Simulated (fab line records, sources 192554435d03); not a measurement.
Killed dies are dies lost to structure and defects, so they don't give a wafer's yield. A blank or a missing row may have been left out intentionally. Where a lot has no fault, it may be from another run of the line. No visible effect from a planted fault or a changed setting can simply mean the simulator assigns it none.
A struck lot beside a sound one + flow n5_finfet + 37 out of 1938 route steps
Sound: the wafers L286.2, L286.5, L286.6. Struck: wafer L297.4 (left out: L297.5, a lot-mate that was not struck); the cause follows at the end.
Per side, at each step with rows, come the tool, then ch with its chambers, and then its first start. Under that, the readings that differ: sound wafers + struck wafers + difference of the means + sigmas: that difference in standard deviations of wafers without a fault.
alike: words and numbers the same on both sides, and readings whose means are apart by under 2 such deviations; not compared: readings that were withheld, readings missing a value for some wafer, numbers with overlapping values and no deviation given by the record, and bounds like >300 which may hide the same value.
The two part at a step that has a row with sigmas, a row that says differs or no value, or rows on one side only. Non-overlapping numbers with no deviation appear without sigmas and do not part them. A reading that every wafer of one side lacks parts them only if that side has two wafers or more.

first, 9 steps without rows for these wafers: N5_BEOL_M10_PEB_26 (peb time 60 s); N5_BEOL_M10_DEVELOP_27 (develop time 30 s); N5_BEOL_M10_DESCUM_33 (chemistry O2, time 7.9 s); N5_BEOL_M10_ETCH_65 (etches SiARC in CF4, target depth 39 nm, time 65 s); N5_BEOL_M10_ETCH_66 (etches SOC in N2/H2, target depth 120 nm, overetch 24 nm, time 180 s); N5_BEOL_M10_STRIP_69 (strips in N2/H2); N5_BEOL_M10_VIA_ETCH_34 (etches SiCOH lowk in C4F6/O2, target depth 184.5 nm, time 69.2 s); N5_BEOL_M10_STRIP_73 (strips in C4F6/O2); N5_BEOL_M10_STRIP_36 (strips in N2/H2).
N5_BEOL_M10_TRENCH_ETCH_37: etches SiCOH lowk in C4F6/O2, target depth 148.83 nm, time 48 s.
  sound on rie_diel-04 ch 0,1,3, day 14 09:31; struck on rie_diel-04 ch 0, day 17 01:10
| reading                                     | sound             | struck | difference | sigmas |
|---------------------------------------------|-------------------|--------|------------|--------|
| model.BEOL_M10.feature_depth_nm (nm)        | 147.6 148.2 142.4 | 125.8  | -20.3      |        |
| model.etch.depth_nm (nm)                    | 147.5 148.2 142.5 | 125.8  | -20.3      |        |
| model.TiN_of_BEOL_M10_HM_DEP_02.thk_nm (nm) | 16 15.8 15.8      | 16.4   | +0.5       |        |
  alike: O2_flow_sccm, drypump_motor_current_A, oes_product_au, rf_vpp_V, showerhead_plenum_p_Torr, throttle_valve_pct
  not compared: rf_hours_counter_h
then, 2 steps without rows for these wafers: N5_BEOL_M10_ETCH_41 (etches SiCN in CH3F/O2, target depth 42.6 nm, time 86 s); N5_BEOL_M10_STRIP_77 (strips in N2/H2, time 10 s).
N5_BEOL_M10_OCD_MEAS_38:
  sound: ocd-02 at day 14 09:43; struck: ocd-01 at day 17 01:20
| reading              | sound             | struck | difference | sigmas |
|----------------------|-------------------|--------|------------|--------|
| trench_depth_nm (nm) | 147.5 148.0 142.5 | 125.7  | -20.3      | -8     |
then, 13 steps without rows for these wafers: N5_BEOL_M10_HM_STRIP_39 (strips TiN in peroxide tin strip, target depth 25 nm, time 158 s); N5_BEOL_M10_SRD_40 (time 30 s); N5_BEOL_M10_PRECLEAN_42 (cleans in residue remover, time 60 s); N5_BEOL_M10_SRD_43 (time 30 s); N5_BEOL_M10_CURE_72 (cures SiCOH lowk, time 120 s); N5_BEOL_M10_DEGAS_44 (time 60 s); N5_BEOL_M10_PRE_CLEAN_45 (time 30 s); N5_BEOL_M10_ALD_74 (deposits TaN, target thk 2 nm, pulse time 2 s, purge time 3 s); N5_BEOL_M10_SURFACE_TREAT_76; N5_BEOL_M10_CVD_75 (deposits Co from CCTBA/H2, target thk 2 nm, time 138.9 s); N5_BEOL_M10_SPUTTER_48 (material Cu, target thk 12 nm, time 2 s); N5_BEOL_M10_ECD_50 (material Cu, target thk 318 nm); N5_BEOL_M10_ANNEAL_51 (time 90 s).
N5_BEOL_M10_CMP_52: polishes, stops on SiCOH lowk, t overpolish 7 s, target thk 140 nm.
  sound on cmp-02 ch 0,1,2, day 14 12:03; struck on cmp-04 ch 0, day 17 05:36
| reading                                 | sound             | struck | difference | sigmas |
|-----------------------------------------|-------------------|--------|------------|--------|
| model.Cu_of_BEOL_M10_ECD_50.thk_nm (nm) | 138.4 138.6 133.8 | 118.2  | -18.7      |        |
  alike: barrier_field_endpoint_s, motor_current_A, overpolish_run_s, time_to_endpoint_s
N5_BEOL_M10_THK_MEAS_53: measures by xrf.
  sound: film_metro-01 at day 14 12:14; struck: film_metro-02 at day 17 05:54
| reading      | sound             | struck | difference | sigmas |
|--------------|-------------------|--------|------------|--------|
| M10_THK (nm) | 138.7 138.7 133.4 | 118.1  | -18.8      | -6     |
then, 2 steps without rows for these wafers: N5_BEOL_M10_PRE_CLEAN_55 (time 15 s); N5_BEOL_M10_DEP_56 (deposits SiCN from 3MS/NH3, target thk 15 nm, time 26.5 s).
N5_BEOL_M10_RS_MEAS_57: uses a four-point probe to measure.
  sound: film_metro-01 at day 14 12:23; struck: film_metro-02 at day 17 06:02
| reading         | sound             | struck | difference | sigmas |
|-----------------|-------------------|--------|------------|--------|
| M10_RS (ohm/sq) | 0.153 0.153 0.158 | 0.182  | +0.027     | +8     |
then, 5 steps without rows for these wafers: N5_BEOL_M11_ILD_DEP_00 (deposits SiCOH lowk from DEMS/porogen, target thk 308.51 nm, time 58 s); N5_BEOL_M11_CURE_71 (cures SiCOH lowk, time 240 s); N5_BEOL_M11_PECVD_70 (deposits SiO2 from TEOS/O2, target thk 20 nm, time 22.7 s); N5_BEOL_M11_HM_DEP_02 (deposits TiN, target thk 20 nm); N5_BEOL_M11_COAT_59 (time 60 s, resist thk 100 nm).
N5_BEOL_M15_RC_MEAS_101:
  sound on prober-02 ch 0, day 16 02:19; struck on prober-02 ch 0, day 18 16:28
| reading                    | sound                   | struck  | difference | sigmas |
|----------------------------|-------------------------|---------|------------|--------|
| COMB_M12 (S/m)             | 7.6e-12 5.4e-12 8.7e-12 | 4.4e-12 | -2.8e-12   | -2     |
| SERP_M10 (ohm/um)          | 3.10 3.14 3.21          | 3.71    | +0.56      | +7     |
| SERP_M10_max_site (ohm/um) | 3.20 3.24 3.29          | 3.81    | +0.57      | +6     |
| SERP_M12 (ohm/um)          | 0.609 0.598 0.600       | 0.659   | +0.057     | +3     |
  alike: etest_temp_c, COMB_M10, COMB_M11, COMB_M13, COMB_M13_max_site, COMB_M14, COMB_M15, COMB_M5, COMB_M6, COMB_M7, COMB_M8, COMB_M8_max_site, COMB_M9, SERP_M11, SERP_M13, SERP_M14, SERP_M14_max_site, SERP_M5, SERP_M6, SERP_M7, SERP_M8, SERP_M9

WHERE THEY PART
At N5_BEOL_M10_OCD_MEAS_38 first; at N5_BEOL_M15_RC_MEAS_101 last (within this record only).

WHY: what had been put in by the simulator
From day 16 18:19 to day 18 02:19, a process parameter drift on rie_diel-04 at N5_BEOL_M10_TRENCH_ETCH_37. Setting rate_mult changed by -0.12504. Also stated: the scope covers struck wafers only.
